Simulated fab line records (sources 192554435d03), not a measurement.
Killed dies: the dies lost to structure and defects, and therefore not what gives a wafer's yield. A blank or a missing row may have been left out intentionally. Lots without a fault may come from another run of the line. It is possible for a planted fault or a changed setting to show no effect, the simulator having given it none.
Chamber matching	flow n5-finfet	N5_DUMMY_GATE_STRIP_48 on rie-diel-03 has 4 sister chambers
The step strips in N2/H2, time 20 s. 14 wafers are shown with their chamber, then 7 later ones without.

## EACH WAFER AND ITS CHAMBER
wafer	chamber	showerhead-plenum-p-Torr (Torr)	drypump-motor-current-A (A)	throttle-valve-pct (%)
L075.2	1	3.39	6.1	12.35
L075.4	0	3.27	4.9	12.42
L075.6	2	3.48	6.1	12.25
L076.1	1	3.39	6.0	12.36
L076.4	3	3.32	6.3	12.62
L076.6	2	3.48	6.2	12.25
L078.2	3	3.31	6.3	12.62
L078.4	2	3.48	6.2	12.27
L078.6	0	3.26	4.9	12.44
L084.2	0	3.26	4.9	12.46
L084.5	3	3.31	6.3	12.65
L084.6	0	3.26	4.9	12.46
L085.2	2	3.47	6.2	12.30
L085.5	2	3.47	6.1	12.29

SIGNATURES (averages over the wafers above)
reading	chamber 0	chamber 1	chamber 2	chamber 3	scatter within a chamber
showerhead-plenum-p-Torr	3.2625	3.3900	3.4760	3.3133	0.00512
drypump-motor-current-A	4.900	6.050	6.160	6.300	0.0412
throttle-valve-pct	12.4450	12.3550	12.2720	12.6300	0.0196
Rule: a wafer's distance from a chamber is the root of the sum, over the readings, of the square of ((its reading less the chamber's mean) divided by the reading's scatter). If the next closest chamber is less than 2 further off than the closest, the wafer can't be placed; otherwise it belongs to the closest. The scatter is the square root of a quotient: the sum, over the shown wafers, of each reading's squared deviation from its chamber's mean, divided by wafers minus chambers.

## WAFERS WITH NO CHAMBER GIVEN
wafer	showerhead-plenum-p-Torr (Torr)	drypump-motor-current-A (A)	throttle-valve-pct (%)
L085.6	3.38	6.1	12.37
L088.2	3.38	6.0	12.38
L088.3	3.25	4.9	12.50
L088.4	3.31	6.3	12.66
L097.3	3.24	4.9	12.52
L097.4	3.30	6.3	12.06
L097.5	3.30	6.3	12.03

## WHICH CHAMBER EACH WENT THROUGH
wafer	from the rows above	in truth
L085.6	1	1
L088.2	1	1
L088.3	0	0
L088.4	3	3
L097.3	0	0
L097.4	1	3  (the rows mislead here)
L097.5	1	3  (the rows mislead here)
5 of 7 placed correctly. Not placeable from these rows: 0. Placed wrongly: 2.
